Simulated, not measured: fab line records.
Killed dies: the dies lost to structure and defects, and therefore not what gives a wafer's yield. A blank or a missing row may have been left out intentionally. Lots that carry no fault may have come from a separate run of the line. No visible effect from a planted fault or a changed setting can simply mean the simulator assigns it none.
A struck lot beside a sound one / flow n5_finfet / 27 out of 1938 route steps
Sound: the wafers L258.2, L258.4, L258.6. The struck wafers were L244.1, L244.2, L244.4. The cause is named last.
Order at every step that has rows: each side's tool, ch and its chambers, its first start. Under that, the readings that differ: sound wafers / struck wafers / difference of the means / sigmas: that difference in standard deviations of wafers without a fault.
alike: words and numbers the same on both sides, and readings whose means are apart by under 2 such deviations; not compared: readings that were withheld, readings missing a value for some wafer, numbers with overlapping values and no deviation given by the record, and bounds like >300 which may hide the same value.
The two part at a step that has a row with sigmas, a row that says differs or no value, or rows on one side only. When numbers do not overlap yet have no deviation, they are printed without sigmas and do not part them. Lack of a reading on every wafer of one side parts them only where that side has two or more wafers.

first, 11 steps without rows for these wafers: N5_FIN_SAQP_STRIP_53 (strips in N2/H2); N5_FIN_SAQP_HM_OPEN_73 (chemistry CHF3/O2, target SiO2, stops on a-Si, target depth 12 nm, time 16.8 s); N5_FIN_SAQP_STRIP_74 (strips in CHF3/O2); N5_FIN_SAQP_MANDREL_ETCH_22 (etches a-Si in HBr/Cl2, stops on SiNx, target depth 60 nm, bt time 10 s, time 30 s); N5_FIN_SAQP_STRIP_55 (strips in N2/H2); N5_FIN_SAQP_STRIP_23 (strips in SPM, time 750 s); N5_FIN_SAQP_SRD_66 (time 30 s); N5_FIN_SAQP_RECESS_75 (chemistry HF/NH3, target SiO2, target depth 14.4 nm, afs cycles 3, sublimation time 60 s); N5_FIN_SAQP_SPACER1_ALD_24 (deposits SiO2, target thk 20.3 nm, pulse time 1 s, purge time 2 s); N5_FIN_SAQP_SPACER1_ETCHBACK_25 (etches SiO2 in CHF3/O2, target depth 24.4 nm, time 12.2 s); N5_FIN_SAQP_MANDREL1_REMOVE_56 (chemistry HBr/Cl2/O2, target a-Si, stops on SiNx, bt time 10 s).
N5_FIN_SAQP_ETCH_57: etches SiNx in CH3F/O2, target depth 32.5 nm, time 46.4 s.
  sound on rie_diel-04 ch 1,2,3, day 6 18:40; struck on rie_diel-04 ch 0,1,2, day 3 05:44
  no value came back on the struck wafers for any of 8 readings (CH3F_flow_sccm (sccm), O2_flow_sccm (sccm) and others); on the sound wafers CH3F_flow_sccm (sccm) reads 29.91 29.93 29.98
  not compared: rf_hours_counter_h
then, 1 step without rows for these wafers: N5_FIN_SAQP_ETCH_65 (etches SiO2 in CF4, target depth 4 nm, time 4.4 s).
N5_FIN_SAQP_MANDREL_ETCH_58: etches a-Si in HBr/Cl2, stops on SiNx, target depth 45 nm, bt time 10 s, time 27 s.
  sound on rie_si-01 ch 1,2, day 6 18:48; struck on rie_si-01 ch 1,2,3, day 3 05:52
reading=oes_product_au (a.u.); sound=0.688 0.712 0.706; struck=0.327 0.322 0.316; difference=-0.380; sigmas=-35
reading=throttle_valve_pct (%); sound=35.77 35.90 35.75; struck=36.48 36.65 36.53; difference=+0.75; sigmas=+3
  alike: HBr_flow_sccm, bias_w, drypump_motor_current_A, he_backside_leak_sccm
  not compared: rf_hours_counter_h
then, 2 steps without rows for these wafers: N5_FIN_SAQP_RECESS_63 (chemistry HF/NH3, target SiO2, target depth 18 nm, afs cycles 3, sublimation time 60 s); N5_FIN_SAQP_COAT_68 (time 60 s, resist thk 100 nm).
N5_FIN_SAQP_ETCH_69: etches SOC in N2/H2, stops on SiNx, target depth 150 nm.
  sound on rie_diel-01 ch 2,3, day 6 19:26; struck on rie_diel-04 ch 0,2,3, day 3 06:47
reading=oes_product_au (a.u.); sound=0.77 0.86 0.78; struck=0.28 0.26 0.29; difference=-0.53; sigmas=-8
  alike: bias_w, chamber_pressure_mTorr, drypump_motor_current_A, rf_vpp_V, showerhead_plenum_p_Torr, throttle_valve_pct
  not compared: rf_hours_counter_h
then, 4 steps without rows for these wafers: N5_FIN_SAQP_ETCH_67 (etches SiNx in CH3F/O2, target depth 30 nm); N5_FIN_SAQP_STRIP_70 (strips in N2/H2); N5_FIN_SAQP_RECESS_71 (chemistry HF/NH3, target SiO2, target depth 3 nm, afs cycles 1, sublimation time 60 s); N5_FIN_SAQP_SPACER2_ALD_28 (deposits SiO2, target thk 8.1 nm, pulse time 1 s, purge time 2 s).
N5_FIN_SAQP_SPACER2_ETCHBACK_29: etches SiO2 in CHF3/O2, target depth 12.2 nm, time 6.1 s.
  sound on rie_diel-01 ch 0,2, day 6 21:35; struck on rie_diel-01 ch 0,1,3, day 3 07:38
reading=oes_product_au (a.u.); sound=0.86 0.87 0.86; struck=0.32 0.30 0.33; difference=-0.55; sigmas=-9
  alike: O2_flow_sccm, drypump_motor_current_A, rf_vpp_V, showerhead_plenum_p_Torr, throttle_valve_pct
  not compared: rf_hours_counter_h
N5_FIN_SAQP_MANDREL2_REMOVE_60: chemistry HBr/Cl2/O2, target a-Si, stops on SiNx, bt time 10 s.
  sound on rie_si-02 ch 1,2,3, day 6 21:41; struck on rie_si-04 ch 0,2,3, day 3 07:43
reading=oes_product_au (a.u.); sound=1.013 1.020 1.003; struck=0.374 0.366 0.370; difference=-0.642; sigmas=-43
  alike: O2_flow_sccm, drypump_motor_current_A, he_backside_leak_sccm, throttle_valve_pct
  not compared: rf_hours_counter_h
N5_FIN_SAQP_CD_MEAS_31 targets a cd of 8 nm.
  sound on cd_sem-02 ch 0, day 6 21:47; struck on cd_sem-02 ch 0, day 3 07:50
reading=cd_nm (nm); sound=8.04 8.00 8.12; struck=- - -; difference=no value on the struck wafers; sigmas=
then, 1 step without rows for these wafers: N5_FIN_SAQP_HM_OPEN_33 (chemistry CH3F/O2, target SiNx, target depth 49.4 nm, time 70.6 s).
N5_BEOL_M4_RC_MEAS_101:
  the record has rows for the sound wafers here (prober-02 ch 0, day 14 12:19) and none for the struck ones
-- here the record skips 12 days between the struck wafers' starts before and after, leaving off in module BEOL_M4 and picking up in module PASSIVATION (first step shown: number 1936 of the route) --
N5_PASSIVATION_PROBE_49:
  struck on prober-01, day 15 14:07; sound on prober-01, day 19 03:46
reading=defect_limited_yield (%); sound=92.5; struck=0 0 0; difference=-92; sigmas=-71
reading=killed_at_front_end; sound=29; struck=1110 1121 1122; difference=+1089; sigmas=+91
reading=killed_dies; sound=89; struck=1180 1180 1180; difference=+1091; sigmas=+73
reading=killed_on_rim; sound=9; struck=152 152 152; difference=+143; sigmas=+39
reading=sort_bin_5_function (%); sound=4.5; struck=96.8 96.5 97.0; difference=+92.3; sigmas=+99 or more
reading=sort_n_pass; sound=1091; struck=0 0 0; difference=-1091; sigmas=-73
reading=sort_yield_pct (%); sound=92.5; struck=0 0 0; difference=-92; sigmas=-71
  alike: killed_at_M0_to_M3, killed_at_M4_up, killed_at_contacts, killed_at_other, killed_open, killed_short, sort_bin_6_memory

== WHERE THEY PART ==
Earliest at N5_FIN_SAQP_ETCH_57; latest, in this record, at N5_PASSIVATION_PROBE_49.

WHY: what had been put in by the simulator
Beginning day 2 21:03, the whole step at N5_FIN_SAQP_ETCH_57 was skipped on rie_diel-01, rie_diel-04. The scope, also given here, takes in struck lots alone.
